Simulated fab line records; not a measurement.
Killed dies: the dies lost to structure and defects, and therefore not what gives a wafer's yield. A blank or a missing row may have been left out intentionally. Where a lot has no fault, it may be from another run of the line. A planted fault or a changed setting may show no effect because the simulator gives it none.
Split-lot experiment / flow n5Finfet / 39 wafers read from 7 lots, route of 1938 steps

== ABOUT THE SPLIT ==
At N5_BEOL_M4_HM_DEP_02 (deposits TiN, target thk 20 nm), the setting targetThkA was moved away from the recipe's 200 angstrom on 15 of the 39 wafers read, by -45.6% to +32.1%. For the rest of the wafers, this setting stayed at what the recipe calls for.

== FROM THE SPLIT TO THE READING: what the file shows between them, 4 steps ==
- N5_BEOL_M4_COAT_61: time 60 s, resist thk 60 nm
- N5_BEOL_M4_COAT_62: time 60 s, resist thk 12 nm
- N5_BEOL_M4_STRIP_75: strips in N2/H2
- N5_BEOL_M4_STRIP_66: strips in CF4

== THE READING ==
etch.depthNm (the simulator's own value, which no gauge read), in nm, at N5_BEOL_M4_HM_OPEN_17 (chemistry Cl2/BCl3, target TiN, target depth 20 nm, overetch 6 nm). The file does not state a usual value for it. Across the 24 wafers here that went through the recipe, the average is 20.02 nm and the standard deviation 0.14 nm.

wafer=L077.1; tool, chamber at the split=pvdSputter-01, -; targetThkA as run, angstrom=237.7; against the recipe=+18.8%; etch.depthNm, nm=23.97; against lot-mates on the recipe=+3.79
wafer=L077.2; tool, chamber at the split=pvdSputter-01, -; targetThkA as run, angstrom=237.7; against the recipe=+18.8%; etch.depthNm, nm=23.94; against lot-mates on the recipe=+3.76
wafer=L077.3; tool, chamber at the split=pvdSputter-01, -; targetThkA as run, angstrom=200; against the recipe=recipe; etch.depthNm, nm=20.11; against lot-mates on the recipe=-
wafer=L077.4; tool, chamber at the split=pvdSputter-01, -; targetThkA as run, angstrom=200; against the recipe=recipe; etch.depthNm, nm=20.26; against lot-mates on the recipe=-
wafer=L077.5; tool, chamber at the split=pvdSputter-01, -; targetThkA as run, angstrom=200; against the recipe=recipe; etch.depthNm, nm=20.16; against lot-mates on the recipe=-
wafer=L077.6; tool, chamber at the split=pvdSputter-01, -; targetThkA as run, angstrom=237.7; against the recipe=+18.8%; etch.depthNm, nm=23.77; against lot-mates on the recipe=+3.59
wafer=L079.1; tool, chamber at the split=pvdSputter-01, -; targetThkA as run, angstrom=200; against the recipe=recipe; etch.depthNm, nm=19.89; against lot-mates on the recipe=-
wafer=L079.2; tool, chamber at the split=pvdSputter-01, -; targetThkA as run, angstrom=108.9; against the recipe=-45.6%; etch.depthNm, nm=10.99; against lot-mates on the recipe=-9.12
wafer=L079.3; tool, chamber at the split=pvdSputter-01, -; targetThkA as run, angstrom=108.9; against the recipe=-45.6%; etch.depthNm, nm=11.09; against lot-mates on the recipe=-9.02
wafer=L079.4; tool, chamber at the split=pvdSputter-01, -; targetThkA as run, angstrom=200; against the recipe=recipe; etch.depthNm, nm=20.22; against lot-mates on the recipe=-
wafer=L079.5; tool, chamber at the split=pvdSputter-01, -; targetThkA as run, angstrom=108.9; against the recipe=-45.6%; etch.depthNm, nm=10.8; against lot-mates on the recipe=-9.31
wafer=L079.6; tool, chamber at the split=pvdSputter-01, -; targetThkA as run, angstrom=200; against the recipe=recipe; etch.depthNm, nm=20.21; against lot-mates on the recipe=-
wafer=L090.1; tool, chamber at the split=pvdSputter-01, -; targetThkA as run, angstrom=200; against the recipe=recipe; etch.depthNm, nm=19.96; against lot-mates on the recipe=-
wafer=L090.2; tool, chamber at the split=pvdSputter-01, -; targetThkA as run, angstrom=200; against the recipe=recipe; etch.depthNm, nm=20.16; against lot-mates on the recipe=-
wafer=L090.5; tool, chamber at the split=pvdSputter-01, -; targetThkA as run, angstrom=200; against the recipe=recipe; etch.depthNm, nm=20.09; against lot-mates on the recipe=-
wafer=L092.1; tool, chamber at the split=pvdSputter-01, -; targetThkA as run, angstrom=200; against the recipe=recipe; etch.depthNm, nm=19.92; against lot-mates on the recipe=-
wafer=L092.2; tool, chamber at the split=pvdSputter-01, -; targetThkA as run, angstrom=200; against the recipe=recipe; etch.depthNm, nm=19.69; against lot-mates on the recipe=-
wafer=L092.3; tool, chamber at the split=pvdSputter-01, -; targetThkA as run, angstrom=200; against the recipe=recipe; etch.depthNm, nm=19.7; against lot-mates on the recipe=-
wafer=L092.4; tool, chamber at the split=pvdSputter-01, -; targetThkA as run, angstrom=200; against the recipe=recipe; etch.depthNm, nm=20.08; against lot-mates on the recipe=-
wafer=L092.5; tool, chamber at the split=pvdSputter-01, -; targetThkA as run, angstrom=200; against the recipe=recipe; etch.depthNm, nm=20.01; against lot-mates on the recipe=-
wafer=L092.6; tool, chamber at the split=pvdSputter-01, -; targetThkA as run, angstrom=200; against the recipe=recipe; etch.depthNm, nm=19.99; against lot-mates on the recipe=-
wafer=L093.1; tool, chamber at the split=pvdSputter-03, -; targetThkA as run, angstrom=200; against the recipe=recipe; etch.depthNm, nm=19.93; against lot-mates on the recipe=-
wafer=L093.2; tool, chamber at the split=pvdSputter-03, -; targetThkA as run, angstrom=200; against the recipe=recipe; etch.depthNm, nm=20.11; against lot-mates on the recipe=-
wafer=L093.3; tool, chamber at the split=pvdSputter-03, -; targetThkA as run, angstrom=113.3; against the recipe=-43.4%; etch.depthNm, nm=11.47; against lot-mates on the recipe=-8.53
wafer=L093.4; tool, chamber at the split=pvdSputter-03, -; targetThkA as run, angstrom=113.3; against the recipe=-43.4%; etch.depthNm, nm=11.4; against lot-mates on the recipe=-8.60
wafer=L093.5; tool, chamber at the split=pvdSputter-03, -; targetThkA as run, angstrom=113.3; against the recipe=-43.4%; etch.depthNm, nm=11.63; against lot-mates on the recipe=-8.37
wafer=L093.6; tool, chamber at the split=pvdSputter-03, -; targetThkA as run, angstrom=200; against the recipe=recipe; etch.depthNm, nm=19.96; against lot-mates on the recipe=-
wafer=L095.1; tool, chamber at the split=pvdSputter-03, -; targetThkA as run, angstrom=200; against the recipe=recipe; etch.depthNm, nm=20; against lot-mates on the recipe=-
wafer=L095.2; tool, chamber at the split=pvdSputter-03, -; targetThkA as run, angstrom=264.2; against the recipe=+32.1%; etch.depthNm, nm=25.59; against lot-mates on the recipe=+5.66
wafer=L095.3; tool, chamber at the split=pvdSputter-03, -; targetThkA as run, angstrom=200; against the recipe=recipe; etch.depthNm, nm=19.84; against lot-mates on the recipe=-
wafer=L095.4; tool, chamber at the split=pvdSputter-03, -; targetThkA as run, angstrom=264.2; against the recipe=+32.1%; etch.depthNm, nm=25.9; against lot-mates on the recipe=+5.97
wafer=L095.5; tool, chamber at the split=pvdSputter-03, -; targetThkA as run, angstrom=264.2; against the recipe=+32.1%; etch.depthNm, nm=25.79; against lot-mates on the recipe=+5.86
wafer=L095.6; tool, chamber at the split=pvdSputter-03, -; targetThkA as run, angstrom=200; against the recipe=recipe; etch.depthNm, nm=19.95; against lot-mates on the recipe=-
wafer=L097.1; tool, chamber at the split=pvdSputter-01, -; targetThkA as run, angstrom=200; against the recipe=recipe; etch.depthNm, nm=20.06; against lot-mates on the recipe=-
wafer=L097.2; tool, chamber at the split=pvdSputter-01, -; targetThkA as run, angstrom=242.1; against the recipe=+21.0%; etch.depthNm, nm=24.4; against lot-mates on the recipe=+4.34
wafer=L097.3; tool, chamber at the split=pvdSputter-01, -; targetThkA as run, angstrom=242.1; against the recipe=+21.0%; etch.depthNm, nm=24.57; against lot-mates on the recipe=+4.51
wafer=L097.4; tool, chamber at the split=pvdSputter-01, -; targetThkA as run, angstrom=200; against the recipe=recipe; etch.depthNm, nm=20.01; against lot-mates on the recipe=-
wafer=L097.5; tool, chamber at the split=pvdSputter-01, -; targetThkA as run, angstrom=242.1; against the recipe=+21.0%; etch.depthNm, nm=24.16; against lot-mates on the recipe=+4.10
wafer=L097.6; tool, chamber at the split=pvdSputter-01, -; targetThkA as run, angstrom=200; against the recipe=recipe; etch.depthNm, nm=20.12; against lot-mates on the recipe=-

THE FIT
A straight line over all 39 wafers: etch.depthNm changes by +0.196 nm for each +1% of targetThkA; r = +1.00; the points scatter about the line by 0.23 nm.
The same after taking each lot's own level away (the mean of its wafers on the recipe; 39 wafers): +0.196 nm for each +1%; r = +1.00; scatter 0.19 nm.
That fit puts the effect of the largest move of targetThkA on the reading at 8.9 nm.
The span of the lots' own levels, 19.898 to 20.177 nm, comes to 1.9 times the standard deviation stated above.
Consequently the slope shifts little with the lot-to-lot level, the two slopes agreeing.
Check: with one of the wafers moved furthest among these (-45.6%) left out of the fit, the line predicts -8.93 nm for it against its lot-mates. Against them it came out at -9.12 nm.

== ADDITIONAL SPLITS CARRIED BY THESE WAFERS ==
These wafers also went through other splits before the reading. Each is held against what the fit with the lots' levels taken away leaves over:
other split on the same wafers=N5_DUMMY_GATE_ALD_02 targetThkA; wafers away from the commonest value=18; r with etch.depthNm (lot level and that fit taken away)=-0.11
other split on the same wafers=N5_GATE_CUT_ALD_22 aldCycles; wafers away from the commonest value=12; r with etch.depthNm (lot level and that fit taken away)=-0.40
other split on the same wafers=N5_BEOL_M0_ALD_136 aldCycles; wafers away from the commonest value=9; r with etch.depthNm (lot level and that fit taken away)=-0.05

== THE WHOLE CHAIN: every reading that the file lists as answering this split, in the file's order ==
step=N5_BEOL_M4_HM_DEP_02; what it does=deposits TiN, target thk 20 nm; reading=TiN_of_BEOL_M4_HM_DEP_02.thkNm (the simulator's own value, which no gauge read); change (the file's fit)=+0.2 nm for each +1% of the setting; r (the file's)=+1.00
step=N5_BEOL_M4_HM_OPEN_17; what it does=chemistry Cl2/BCl3, target TiN, target depth 20 nm, overetch 6 nm; reading=etch.depthNm (the simulator's own value, which no gauge read); change (the file's fit)=+0.196 nm for each +1% of the setting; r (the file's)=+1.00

== THE FILE'S OWN FIT ==
etch.depthNm changes by +0.196 nm for each +1% of targetThkA, r = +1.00.
